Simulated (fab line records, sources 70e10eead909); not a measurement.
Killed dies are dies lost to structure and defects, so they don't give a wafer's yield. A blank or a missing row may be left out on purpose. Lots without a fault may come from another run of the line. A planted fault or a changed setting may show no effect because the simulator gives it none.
Chamber matching | flow nand_harc | NHARC_P_CONTACT_CMP_01 on cmp-03: 4 sister chambers
The step polishes SiO2, target thk 200 nm. 8 wafers are shown with their chamber, then 7 later ones without.

WAFERS WITH THEIR CHAMBER
wafer  | chamber | motor_current_A (A) | edge_zone_pressure_frac
L080.6 | 3       | 11.1                | 1.005
L081.5 | 0       | 12.2                | 0.991
L081.6 | 3       | 11.3                | 1.011
L085.3 | 0       | 12.9                | 1.000
L085.4 | 2       | 12.7                | 1.009
L085.6 | 1       | 10.8                | 0.996
L086.1 | 2       | 12.8                | 1.002
L086.2 | 1       | 10.9                | 1.002

WAFERS WITHOUT THEIR CHAMBER
wafer  | motor_current_A (A) | edge_zone_pressure_frac
L086.6 | 11.8                | 1.004
L087.2 | 11.3                | 0.994
L087.3 | 11.2                | 1.004
L087.6 | 13.0                | 1.005
L092.2 | 13.0                | 1.000
L092.3 | 10.9                | 0.995
L092.5 | 12.3                | 1.004

WHICH CHAMBER EACH WENT THROUGH
wafer  | from the rows above               | in truth
L086.6 | can't be placed: 3 or 0 or 2 or 1 | 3
L087.2 | can't be placed: 1 or 3           | 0
L087.3 | can't be placed: 3 or 1           | 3
L087.6 | can't be placed: 2 or 0           | 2
L092.2 | can't be placed: 2 or 0           | 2
L092.3 | 1                                 | 1
L092.5 | can't be placed: 2 or 0           | 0
Placed correctly: 1 of 7. Can't be placed from these rows: 6 (the true chamber is among the candidates in 5). Placed wrongly: 0.
How it was worked out, from the rows above alone: a wafer's distance from a chamber is the root of the sum, over the readings, of the square of ((its reading less the chamber's mean) divided by the reading's scatter). The wafer belongs to the nearest chamber; if the next one is less than 2 further off, it can't be placed. A chamber's mean is the mean of its shown wafers. The scatter: the root of (the sum of the squares of (reading less its chamber's mean) over the shown wafers, divided by (wafers less chambers)).
